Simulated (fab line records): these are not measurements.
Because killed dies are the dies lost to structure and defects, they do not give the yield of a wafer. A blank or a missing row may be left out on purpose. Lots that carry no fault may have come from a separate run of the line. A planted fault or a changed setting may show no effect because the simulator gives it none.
Problem report, 8D (eight disciplines) form, completed by code ; flow n5Finfet ; the parts of the form that need people (team, actions taken, sign-off) are left out

1. WHAT WENT WRONG
Mean of killedAtFrontEnd at N5_PASSIVATION_PROBE_49: 715 over 2 wafers from 1 lot, against 39 (standard deviation 11) on wafers with no fault. Measured from the usual mean, that is +61 standard deviations.
The first sign was on wafer L985.4 at day 14 16:14, on prober-02. The record holds 3 wafers of 1 lot with a number at this step. Rule for "out" (also "out of limits"): further than 4 standard deviations from the usual mean. All remaining wafers that have a number are taken as sound.

2. WHAT THIS IS AND IS NOT
question;is;is not
which readings at this step;killedAtFrontEnd, defectLimitedYield, killedDies, killedOnRim, sort_bin_5_function, sort_bin_6_memory, sortNPass, sortYieldPct;killed_at_M0_to_M3, killed_at_M4_up, killedAtContacts, killedAtOther, killedShort
which lots;L985;-
which wafers of those lots;L985.4, L985.5;L985.1
read on which tools;prober-02;-
when;from day 14 16:14;up to then (1 sound wafer)

3. WHAT RULES OUT EACH SUSPECT
Counting: if a tool at a process step up to the reading ran every lot that is out, it stays a suspect. Sound lots after the first of them don't rule it out here, since some wafers of a struck lot are sound.
- cmp-04 at N5_ILD0_CMP_07 (polishes SiO2 flowable, stops on poly-Si, t overpolish 1.18 s, target thk 138.88 nm): kept. It ran the lot that is out, L985 (day 6 09:04).
- pecvd-01 at N5_PASSIVATION_PECVD_01 (deposits SiNx from SiH4/NH3/N2, target thk 200 nm, time 43.2 s): kept. It ran the lot that is out, L985 (day 14 05:55).
- rieDiel-02 at N5_PASSIVATION_STRIP_14 (strips in O2): kept. It ran the lot that is out, L985 (day 14 09:36).
- prober-02 at N5_PASSIVATION_PROBE_49: kept. It ran the lot that is out, L985 (day 14 16:05). On those wafers its own readings are out: defectLimitedYield, killedAtFrontEnd, killedDies, killedOnRim, sort_bin_5_function, sort_bin_6_memory, sortNPass, sortYieldPct.
- At N5_ILD0_CMP_07 on cmp-04, chamber 3 took the sound wafers of the same lots and chamber 0 took the wafers that are out.
- Within pecvd-01 at N5_PASSIVATION_PECVD_01: the wafers that are out ran in chambers 1, 2; their sound lot-mates ran in chamber 0.
- At N5_PASSIVATION_STRIP_14 on rieDiel-02, chamber 3 took the sound wafers of the same lots and chamber 2 took the wafers that are out.
Left after counting: cmp-04 at N5_ILD0_CMP_07, pecvd-01 at N5_PASSIVATION_PECVD_01, rieDiel-02 at N5_PASSIVATION_STRIP_14, prober-02 at N5_PASSIVATION_PROBE_49.

4. THE CAUSE (what the simulator had put in)
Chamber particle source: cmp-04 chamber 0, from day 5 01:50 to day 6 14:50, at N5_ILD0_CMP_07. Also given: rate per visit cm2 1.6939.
After counting, 4 suspects remain, this tool included.

5. THE EFFECT CHAIN, in route order
One row per reading whose mean, taken over the struck wafers that have a number, lies over 3 standard deviations from the usual. Only readings whose record carries a usual standard deviation are examined. hours: median over the lots of the time between each lot's start at the first step of this table that gives one and its start at this step. sigmas: the change, counted in usual standard deviations.
hours;step;reading;usual;on struck wafers;change;sigmas
0;N5_PASSIVATION_PROBE_49;defectLimitedYield;91.3 %;36.2;-55.1;-37
0;N5_PASSIVATION_PROBE_49;killedAtFrontEnd;39;715;+676;+61
0;N5_PASSIVATION_PROBE_49;killedDies;102;752;+650;+36
0;N5_PASSIVATION_PROBE_49;killedOnRim;13;104;+90;+23
0;N5_PASSIVATION_PROBE_49;sort_bin_5_function;5.1 %;42.0;+36.9;+37
0;N5_PASSIVATION_PROBE_49;sort_bin_6_memory;3.3 %;16.9;+13.6;+20
0;N5_PASSIVATION_PROBE_49;sortNPass;1078;428;-650;-36
0;N5_PASSIVATION_PROBE_49;sortYieldPct;91.3 %;36.2;-55.1;-37
The process steps in it:
- N5_PASSIVATION_PROBE_49

6. HOW IT WOULD HAVE BEEN CAUGHT EARLIER
In this record the first reading out of limits was taken at day 14 16:14, 230 hours after the fault began at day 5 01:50.
No tool reading at N5_ILD0_CMP_07 that has a usual standard deviation in the record was out on any struck wafer, so an alarm limit of 4 standard deviations on those readings would not have fired.
Lots out: 1; all had begun N5_ILD0_CMP_07 on cmp-04 by day 14 16:14. Tool hold at that time: it would have spared none of them.
